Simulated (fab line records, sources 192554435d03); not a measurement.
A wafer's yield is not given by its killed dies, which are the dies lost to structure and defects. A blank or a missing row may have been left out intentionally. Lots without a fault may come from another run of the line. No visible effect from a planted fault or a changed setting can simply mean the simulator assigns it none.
The tool behind it: which one?	flow n5Finfet	24 wafers from 8 lots sampled at 5 of the route's 1938 steps

## WHAT EACH GAUGE READ, for each wafer
N5_BEOL_M4_RC_MEAS_101. Usual: DIBL_N 35.9 mV/V, standard deviation 1.2; DIBL_P 35.9 mV/V, standard deviation 1.4; IOFF_N 0.149 nA/um, standard deviation 0.02; IOFF_P 0.205 nA/um, standard deviation 0.022; ION_N 671 uA/um, standard deviation 8.8; ION_P 461 uA/um, standard deviation 5.9; SS_N 71.4 mV/dec, standard deviation 0.51; SS_P 73.2 mV/dec, standard deviation 0.56; VT_N 250.6 mV, standard deviation 2.5; VT_P -250.1 mV, standard deviation 2.3.
lot	measured	on	DIBL_N (mV/V)	DIBL_P (mV/V)	IOFF_N (nA/um)	IOFF_P (nA/um)	ION_N (uA/um)	ION_P (uA/um)	SS_N (mV/dec)	SS_P (mV/dec)	VT_N (mV)	VT_P (mV)	flag
L569	day 9 12:38	prober-02	36.5 38.0 37.0	36.9 38.1 37.4	0.162 0.178 0.166	0.193 0.207 0.195	686 679 680	462 459 453	72.0 71.9 71.1	73.3 73.8 73.3	248.0 248.6 246.5	-252.3 -251.2 -253.0	
L571	day 9 22:42	prober-01	35.4 33.3 34.8	34.4 32.3 34.4	0.140 0.110 0.138	0.211 0.177 0.211	667 657 667	460 453 460	71.2 70.9 70.9	73.0 72.9 72.8	250.7 254.6 249.5	-247.5 -249.7 -247.5	
L572	day 11 01:32	prober-02	37.0 35.5 38.0	37.7 36.1 38.8	0.184 0.155 0.207	0.238 0.216 0.269	672 674 686	458 463 467	71.2 70.7 72.1	73.6 73.3 73.7	248.2 249.1 248.1	-247.7 -250.2 -247.6	
L576	day 11 13:14	prober-01	37.7 35.8 34.8	37.6 34.8 33.9	0.175 0.132 0.124	0.237 0.182 0.183	677 656 663	463 456 462	71.7 70.9 71.2	73.6 72.5 72.8	248.1 253.0 251.9	-246.1 -252.9 -248.7	
L584	day 12 23:56	prober-01	37.0 36.0 34.5	36.8 36.0 34.7	0.170 0.155 0.135	0.199 0.202 0.176	677 671 681	458 464 464	72.5 71.8 70.9	72.5 73.2 72.4	248.1 248.7 249.8	-249.3 -251.8 -251.6	
L586	day 13 09:41	prober-01	36.2 36.0 36.6	37.5 37.1 38.0	0.150 0.156 0.162	0.202 0.198 0.208	672 672 674	464 458 465	71.1 70.9 71.8	73.4 73.2 73.9	249.7 249.8 247.4	-249.9 -249.9 -251.6	
L588	day 13 14:58	prober-01	36.7 34.8 33.6	37.7 36.1 34.2	0.181 0.152 0.127	0.239 0.213 0.178	684 665 669	470 465 454	72.0 71.1 71.3	73.6 72.9 72.1	248.6 250.1 250.2	-250.1 -251.6 -253.0	
L589	day 14 18:38	prober-02	37.6 36.4 37.9	38.1 35.8 37.0	0.177 0.153 0.177	0.246 0.205 0.225	681 682 677	469 470 460	72.0 71.1 71.4	74.1 73.5 74.0	250.7 251.7 248.0	-247.8 -250.6 -248.2	

## WHAT TOOL EACH LOT RAN ON (gives the tool, then ch and the chambers of the sampled wafers, and finally the start)
lot	N5_SD_EPI_N_ETCH_35	N5_SD_EPI_N_ETCHBACK_44	N5_SD_EPI_N_ETCH_45	N5_SD_EPI_N_SD_RECESS_17
L569	rieDiel-06 ch 0,1,3, day 3 03:58	rieDiel-06 ch 0,1,3, day 3 04:17	rieDiel-06 ch 0,1,3, day 3 04:23	rieSi-06 ch 1,2,3, day 3 04:34
L571	rieDiel-03 ch 0,2,3, day 3 13:34	rieDiel-03 ch 0,2,3, day 3 13:53	rieDiel-03 ch 0,2,3, day 3 13:59	rieSi-05 ch 1,2, day 3 14:10
L572	rieDiel-03 ch 1,2, day 3 19:02	rieDiel-03 ch 1,2, day 3 19:22	rieDiel-03 ch 1,2, day 3 19:28	rieSi-06 ch 1,2, day 3 19:38
L576	rieDiel-06 ch 1,2,3, day 4 20:19	rieDiel-06 ch 1,2,3, day 4 20:32	rieDiel-06 ch 1,2,3, day 4 20:38	rieSi-06 ch 1,2,3, day 4 20:47
L584	rieDiel-03 ch 0,2,3, day 6 23:48	rieDiel-03 ch 0,2,3, day 7 00:08	rieDiel-03 ch 0,2,3, day 7 00:14	rieSi-01 ch 1,2,3, day 7 00:24
L586	rieDiel-06 ch 0,1,3, day 7 09:47	rieDiel-06 ch 0,1,3, day 7 10:07	rieDiel-06 ch 0,1,3, day 7 10:13	rieSi-06 ch 0,2,3, day 7 10:23
L588	rieDiel-06 ch 0,2,3, day 7 18:28	rieDiel-06 ch 0,2,3, day 7 18:48	rieDiel-06 ch 0,2,3, day 7 18:54	rieSi-01 ch 0,2, day 7 19:04
L589	rieDiel-06 ch 0,2,3, day 8 02:55	rieDiel-06 ch 0,2,3, day 8 03:14	rieDiel-06 ch 0,2,3, day 8 03:20	rieSi-06 ch 1,3, day 8 03:30
- N5_SD_EPI_N_ETCH_35: etches SOC in N2/H2, overetch 108 nm, time 486 s.
- N5_SD_EPI_N_ETCHBACK_44: etches SiNx in CH3F/O2, stops on SiO2, target depth 14.5 nm.
- N5_SD_EPI_N_ETCH_45: etches SiOCN in CH3F/O2, target depth 6 nm.
- N5_SD_EPI_N_SD_RECESS_17: chemistry HBr/Cl2/O2, target depth 41 nm, time 23.7 s, bt time 3 s.

## AS READ BY THE TOOLS THEMSELVES (means over the sampled wafers that have a number; for cases with no such wafer, the mark the record gives instead)
N5_SD_EPI_N_ETCH_35. Usual: biasW 133.0 W, standard deviation 0.39; drypumpMotorCurrentA 5.6 A, standard deviation 0.39; oesProductAu 0.68 a.u., standard deviation 0.065; rfVppV 240.5 V, standard deviation 1.1; showerheadPlenumPTorr 2.51 Torr, standard deviation 0.07; throttleValvePct 24.07 %, standard deviation 0.26.
lot	tool	biasW (W)	drypumpMotorCurrentA (A)	oesProductAu (a.u.)	rfVppV (V)	showerheadPlenumPTorr (Torr)	throttleValvePct (%)	flag
L569	rieDiel-06	132.9	5.5	0.68	239.9	2.49	24.11	
L571	rieDiel-03	132.6	5.6	0.66	240.7	2.46	24.02	
L572	rieDiel-03	133.4	5.7	0.63	239.3	2.44	24.25	
L576	rieDiel-06	133.0	5.4	0.70	240.6	2.51	24.08	
L584	rieDiel-03	132.9	5.6	0.72	240.8	2.56	23.90	
L586	rieDiel-06	132.9	5.5	0.65	240.3	2.48	24.15	
L588	rieDiel-06	132.4	5.4	0.66	240.9	2.52	24.15	
L589	rieDiel-06	132.9	5.4	0.66	240.9	2.52	24.15	

N5_SD_EPI_N_ETCHBACK_44. Usual: CH3F_flow_sccm 29.99 sccm, standard deviation 0.087; biasW 72.96 W, standard deviation 0.19; drypumpMotorCurrentA 5.6 A, standard deviation 0.39; mfcArSccm 150.0 sccm, standard deviation 0.45; oesProductAu 0.65 a.u., standard deviation 0.061; rfVppV 296.0 V, standard deviation 3; showerheadPlenumPTorr 1.98 Torr, standard deviation 0.054; throttleValvePct 16.50 %, standard deviation 0.27.
lot	tool	CH3F_flow_sccm (sccm)	biasW (W)	drypumpMotorCurrentA (A)	mfcArSccm (sccm)	oesProductAu (a.u.)	rfVppV (V)	showerheadPlenumPTorr (Torr)	throttleValvePct (%)	flag
L569	rieDiel-06	29.99	72.94	5.5	150.3	0.65	297.5	1.97	16.65	
L571	rieDiel-03	29.94	72.97	5.6	149.8	0.63	293.4	1.93	16.44	
L572	rieDiel-03	30.03	72.71	5.7	149.8	0.60	293.5	1.92	16.65	
L576	rieDiel-06	30.04	72.89	5.4	149.7	0.67	296.8	1.98	16.47	
L584	rieDiel-03	29.98	73.05	5.6	150.5	0.67	294.0	2.01	16.33	
L586	rieDiel-06	30.06	72.81	5.5	150.0	0.62	298.1	1.96	16.69	
L588	rieDiel-06	29.97	73.07	5.4	149.7	0.63	298.0	1.99	16.57	
L589	rieDiel-06	30.00	73.11	5.4	149.9	0.63	297.4	1.99	16.58	

N5_SD_EPI_N_ETCH_45. Usual: CH3F_flow_sccm 30.01 sccm, standard deviation 0.082; biasW 29.00 W, standard deviation 0.094; drypumpMotorCurrentA 5.6 A, standard deviation 0.39; mfcArSccm 149.9 sccm, standard deviation 0.46; oesProductAu 0.76 a.u., standard deviation 0.074; rfVppV 127.3 V, standard deviation 1; showerheadPlenumPTorr 1.97 Torr, standard deviation 0.055; throttleValvePct 23.47 %, standard deviation 0.28.
lot	tool	CH3F_flow_sccm (sccm)	biasW (W)	drypumpMotorCurrentA (A)	mfcArSccm (sccm)	oesProductAu (a.u.)	rfVppV (V)	showerheadPlenumPTorr (Torr)	throttleValvePct (%)	flag
L569	rieDiel-06	29.99	29.00	5.5	149.8	0.75	127.8	1.96	23.64	
L571	rieDiel-03	30.08	28.98	5.6	149.6	0.73	126.7	1.93	23.38	
L572	rieDiel-03	29.95	29.08	5.7	149.7	0.70	126.9	1.91	23.61	
L576	rieDiel-06	30.00	29.01	5.4	150.1	0.78	127.1	1.98	23.48	
L584	rieDiel-03	29.99	29.14	5.6	149.7	0.80	126.9	2.00	23.27	
L586	rieDiel-06	29.98	29.03	5.5	150.1	0.73	128.4	1.95	23.67	
L588	rieDiel-06	30.06	28.96	5.4	150.2	0.74	127.1	1.98	23.54	
L589	rieDiel-06	30.04	28.99	5.4	149.6	0.74	127.5	1.98	23.55	

N5_SD_EPI_N_SD_RECESS_17. Usual: HBr_flow_sccm 150.1 sccm, standard deviation 0.45; biasW 111.9 W, standard deviation 0.33; drypumpMotorCurrentA 5.7 A, standard deviation 0.48; heBacksideLeakSccm 2.7 sccm, standard deviation 0.3; oesProductAu 1.007 a.u., standard deviation 0.018; throttleValvePct 37.06 %, standard deviation 0.25.
lot	tool	HBr_flow_sccm (sccm)	biasW (W)	drypumpMotorCurrentA (A)	heBacksideLeakSccm (sccm)	oesProductAu (a.u.)	throttleValvePct (%)	flag
L569	rieSi-06	149.9	111.8	5.7	2.8	0.988	37.03	
L571	rieSi-05	150.0	111.7	5.9	2.8	0.989	37.39	
L572	rieSi-06	150.1	111.8	6.1	3.0	0.990	36.92	
L576	rieSi-06	150.2	111.8	5.7	2.7	0.994	37.04	
L584	rieSi-01	150.0	112.0	6.0	2.7	1.029	37.03	
L586	rieSi-06	150.5	111.9	5.8	2.7	0.996	36.98	
L588	rieSi-01	150.4	112.2	5.7	3.2	1.023	37.36	
L589	rieSi-06	150.4	111.8	5.5	2.6	0.989	37.02	

## THE ANSWER, worked out from the rows above alone
Rule: a lot counts as off when the mean over its wafers that have a number is more than 3 standard deviations away from the usual mean. A lot without any number at a reading at which 4 lots or more have one is off too. Where the step has rows for the other lots, those lots are counted as sound. After the gauges, taken in route order, come the tools' own readings; for these a lot's mean is taken, as printed above. The first step at which some lot is off is used, and at that step the reading that is off furthest; a lot without a number counts as furthest.
No lot is off at any reading shown: from this, nothing can be told.

## WHAT WAS PUT IN BY THE SIMULATOR
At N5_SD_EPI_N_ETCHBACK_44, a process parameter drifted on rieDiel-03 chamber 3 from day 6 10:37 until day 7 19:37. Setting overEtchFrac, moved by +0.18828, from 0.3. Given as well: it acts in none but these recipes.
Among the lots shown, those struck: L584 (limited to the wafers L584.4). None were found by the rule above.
